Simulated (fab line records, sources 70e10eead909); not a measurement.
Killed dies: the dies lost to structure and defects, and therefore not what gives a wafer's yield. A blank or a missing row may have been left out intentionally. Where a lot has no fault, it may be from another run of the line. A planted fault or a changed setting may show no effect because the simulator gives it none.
What tool caused it? :: flow nand_harc :: 42 wafers from 14 lots sampled at 6 of the route's 1302 steps

== WHAT THE GAUGES READ, wafer by wafer ==
NHARC_A_ZERO_WELL_INSPECT_17.
lot: L459
measured: day 6 21:29
on: defect_inspect-01
raw_defect_count: 14 20 17

lot: L460
measured: day 7 03:19
on: defect_inspect-01
raw_defect_count: 5 18 8

lot: L461
measured: day 7 19:09
on: defect_inspect-01
raw_defect_count: 31 11 21

lot: L462
measured: day 8 04:51
on: defect_inspect-01
raw_defect_count: 9 8 10

lot: L463
measured: day 8 14:11
on: defect_inspect-01
raw_defect_count: 10 16 5

lot: L470
measured: day 11 13:44
on: defect_inspect-02
raw_defect_count: 14 13 16

lot: L474
measured: day 12 23:40
on: defect_inspect-02
raw_defect_count: 15 7 11

lot: L475
measured: day 13 16:05
on: defect_inspect-01
raw_defect_count: 10 16 10

lot: L476
measured: day 13 20:34
on: defect_inspect-01
raw_defect_count: 15 5 4

lot: L477
measured: day 14 03:19
on: defect_inspect-02
raw_defect_count: 10 9 12

lot: L478
measured: day 14 22:40
on: defect_inspect-01
raw_defect_count: 19 32 26

lot: L479
measured: day 15 03:07
on: defect_inspect-01
raw_defect_count: 2 12 3

lot: L480
measured: day 15 11:00
on: defect_inspect-01
raw_defect_count: 20 12 7

lot: L481
measured: day 16 01:08
on: defect_inspect-01
raw_defect_count: 11 8 3

NHARC_A_ONON_D1_THK_MEAS_08: measures by ellipsometry.
lot: L459
measured: day 7 20:43
on: film_metro-01
thk_nm (nm): 1002 1004 1004

lot: L460
measured: day 8 01:51
on: film_metro-02
thk_nm (nm): 1000 1000 998

lot: L461
measured: day 8 16:57
on: film_metro-01
thk_nm (nm): 1003 1003 1002

lot: L462
measured: day 9 02:25
on: film_metro-01
thk_nm (nm): 1011 1012 1013

lot: L463
measured: day 9 13:26
on: film_metro-01
thk_nm (nm): 1007 1006 1004

lot: L470
measured: day 12 12:53
on: film_metro-01
thk_nm (nm): 1000 1001 1001

lot: L474
measured: day 13 21:50
on: film_metro-01
thk_nm (nm): 1000 1000 998

lot: L475
measured: day 14 16:12
on: film_metro-01
thk_nm (nm): 997 998 998

lot: L476
measured: day 14 16:12
on: film_metro-02
thk_nm (nm): 988 986 986

lot: L477
measured: day 15 00:47
on: film_metro-01
thk_nm (nm): 988 987 985

lot: L478
measured: day 15 23:43
on: film_metro-02
thk_nm (nm): 1010 1011 1014

lot: L479
measured: day 15 23:41
on: film_metro-02
thk_nm (nm): 1017 1016 1017

lot: L480
measured: day 16 09:02
on: film_metro-01
thk_nm (nm): 1006 1006 1007

lot: L481
measured: day 17 00:41
on: film_metro-01
thk_nm (nm): 987 989 991

NHARC_A_ONON_D1_THK_MEAS_21: measures by ellipsometry.
lot: L459
measured: day 8 06:17
on: film_metro-02
thk_nm (nm): 1022 1022 1022

lot: L460
measured: day 8 11:33
on: film_metro-01
thk_nm (nm): 993 993 992

lot: L461
measured: day 9 04:49
on: film_metro-02
thk_nm (nm): 994 996 996

lot: L462
measured: day 9 14:10
on: film_metro-02
thk_nm (nm): 1584 1583 994

lot: L463
measured: day 10 01:23
on: film_metro-01
thk_nm (nm): 989 1578 987

lot: L470
measured: day 12 22:52
on: film_metro-01
thk_nm (nm): 973 973 971

lot: L474
measured: day 14 08:47
on: film_metro-02
thk_nm (nm): 1008 1009 1009

lot: L475
measured: day 15 02:24
on: film_metro-01
thk_nm (nm): 1004 1006 1005

lot: L476
measured: day 15 02:26
on: film_metro-02
thk_nm (nm): 1006 1006 1006

lot: L477
measured: day 15 11:43
on: film_metro-01
thk_nm (nm): 1012 1011 1013

lot: L478
measured: day 16 09:25
on: film_metro-02
thk_nm (nm): 982 981 979

lot: L479
measured: day 16 09:23
on: film_metro-02
thk_nm (nm): 1007 1008 1007

lot: L480
measured: day 16 18:44
on: film_metro-01
thk_nm (nm): 1004 1002 1004

lot: L481
measured: day 17 10:11
on: film_metro-01
thk_nm (nm): 993 996 995

NHARC_A_ONON_D1_INSPECT_32.
lot: L459
measured: day 8 08:31
on: defect_inspect-01
raw_defect_count: 67 39 41

lot: L460
measured: day 8 13:49
on: defect_inspect-02
raw_defect_count: 69 77 79

lot: L461
measured: day 9 07:04
on: defect_inspect-02
raw_defect_count: 81 54 51

lot: L462
measured: day 9 16:27
on: defect_inspect-02
raw_defect_count: 92 34 125

lot: L463
measured: day 10 03:38
on: defect_inspect-02
raw_defect_count: 44 83 59

lot: L470
measured: day 13 01:07
on: defect_inspect-02
raw_defect_count: 86 54 67

lot: L474
measured: day 14 11:18
on: defect_inspect-02
raw_defect_count: 68 112 160

lot: L475
measured: day 15 04:39
on: defect_inspect-02
raw_defect_count: 82 108 67

lot: L476
measured: day 15 04:52
on: defect_inspect-01
raw_defect_count: 36 42 58

lot: L477
measured: day 15 14:09
on: defect_inspect-02
raw_defect_count: 91 85 118

lot: L478
measured: day 16 11:47
on: defect_inspect-01
raw_defect_count: 51 77 100

lot: L479
measured: day 16 11:38
on: defect_inspect-02
raw_defect_count: 92 54 78

lot: L480
measured: day 16 21:01
on: defect_inspect-01
raw_defect_count: 78 80 68

lot: L481
measured: day 17 12:26
on: defect_inspect-02
raw_defect_count: 66 128 93

NHARC_END_SORT_01.
lot: L462
measured: day 25 09:23
on: prober-02
killed_at_array: 674 673 16
killed_at_other: 1 0 0
killed_at_periphery: 2 4 0
killed_dies: 677 677 16
killed_open: 7 2 2
killed_short: 0 2 3

lot: L463
measured: day 25 17:49
on: prober-02
killed_at_array: 18 672 18
killed_at_other: 0 0 0
killed_at_periphery: 0 5 3
killed_dies: 18 677 21
killed_open: 2 2 5
killed_short: 0 2 3

== WHAT TOOL EACH LOT RAN ON (gives the tool, then ch and the chambers of the sampled wafers, and finally the start) ==
lot: L459
NHARC_A_ONON_D1_DEP_19: pecvd_onon-04 ch 0, day 8 05:49

lot: L460
NHARC_A_ONON_D1_DEP_19: pecvd_onon-04 ch 0, day 8 11:02

lot: L461
NHARC_A_ONON_D1_DEP_19: pecvd_onon-04 ch 0, day 9 04:18

lot: L462
NHARC_A_ONON_D1_DEP_19: pecvd_onon-04 ch 0, day 9 13:46

lot: L463
NHARC_A_ONON_D1_DEP_19: pecvd_onon-04 ch 0, day 10 00:52

lot: L470
NHARC_A_ONON_D1_DEP_19: pecvd_onon-01 ch 0, day 12 22:25

lot: L474
NHARC_A_ONON_D1_DEP_19: pecvd_onon-03 ch 0, day 14 08:16

lot: L475
NHARC_A_ONON_D1_DEP_19: pecvd_onon-04 ch 0, day 15 01:53

lot: L476
NHARC_A_ONON_D1_DEP_19: pecvd_onon-03 ch 0, day 15 02:02

lot: L477
NHARC_A_ONON_D1_DEP_19: pecvd_onon-04 ch 0, day 15 11:11

lot: L478
NHARC_A_ONON_D1_DEP_19: pecvd_onon-04 ch 0, day 16 09:01

lot: L479
NHARC_A_ONON_D1_DEP_19: pecvd_onon-01 ch 0, day 16 09:04

lot: L480
NHARC_A_ONON_D1_DEP_19: pecvd_onon-03 ch 0, day 16 18:14

lot: L481
NHARC_A_ONON_D1_DEP_19: pecvd_onon-03 ch 0, day 17 09:41
- NHARC_A_ONON_D1_DEP_19: target thk 1000 nm.

== WHAT THE TOOLS THEMSELVES READ (means of the sampled wafers that have a number; where no wafer has one, the mark that the record gives instead) ==
NHARC_A_ONON_D1_DEP_19.
lot: L459
tool: pecvd_onon-04
nh3_flow_sccm (sccm): 499.0

lot: L460
tool: pecvd_onon-04
nh3_flow_sccm (sccm): 501.8

lot: L461
tool: pecvd_onon-04
nh3_flow_sccm (sccm): 499.8

lot: L462
tool: pecvd_onon-04
nh3_flow_sccm (sccm): 496.6

lot: L463
tool: pecvd_onon-04
nh3_flow_sccm (sccm): 499.8

lot: L470
tool: pecvd_onon-01
nh3_flow_sccm (sccm): 498.6

lot: L474
tool: pecvd_onon-03
nh3_flow_sccm (sccm): 500.1

lot: L475
tool: pecvd_onon-04
nh3_flow_sccm (sccm): 500.2

lot: L476
tool: pecvd_onon-03
nh3_flow_sccm (sccm): 499.7

lot: L477
tool: pecvd_onon-04
nh3_flow_sccm (sccm): 501.7

lot: L478
tool: pecvd_onon-04
nh3_flow_sccm (sccm): 499.9

lot: L479
tool: pecvd_onon-01
nh3_flow_sccm (sccm): 500.5

lot: L480
tool: pecvd_onon-03
nh3_flow_sccm (sccm): 499.2

lot: L481
tool: pecvd_onon-03
nh3_flow_sccm (sccm): 500.6

== THE ANSWER, worked out from the rows above alone ==
Rule: the usual values come from the lots themselves. Put in order of their means at a reading, lots are off if they are a third of the lots or fewer, leave a main group of 4 or more, and stand apart from it by a gap of 3 or more times the standard deviation of the main group's means; of several such gaps the widest counts. Not used: any main group whose means are identical at the precision the tables above print for the reading. Also off: a lot with no number at a reading for which 4 or more lots have one. Where the step has rows for the other lots, those lots are counted as sound. The gauges are gone through in route order, then the tools' own readings, and for those a lot's mean is taken as printed above. At the first step where some lot is off, the reading lying furthest off is the one used; lots without a number count as furthest.
Off at NHARC_A_ONON_D1_THK_MEAS_21 (thk_nm): L462, L463. The main group has a mean of 1000 nm with a standard deviation of 13.
A tool fits if, at a process step before that reading, it ran every lot that is off, and no sound lot after the first of them. Gauges at NHARC_A_ONON_D1_THK_MEAS_21: tried the same way as those tools. No candidate that was tried fits.

== WHAT HAD BEEN PUT IN BY THE SIMULATOR ==
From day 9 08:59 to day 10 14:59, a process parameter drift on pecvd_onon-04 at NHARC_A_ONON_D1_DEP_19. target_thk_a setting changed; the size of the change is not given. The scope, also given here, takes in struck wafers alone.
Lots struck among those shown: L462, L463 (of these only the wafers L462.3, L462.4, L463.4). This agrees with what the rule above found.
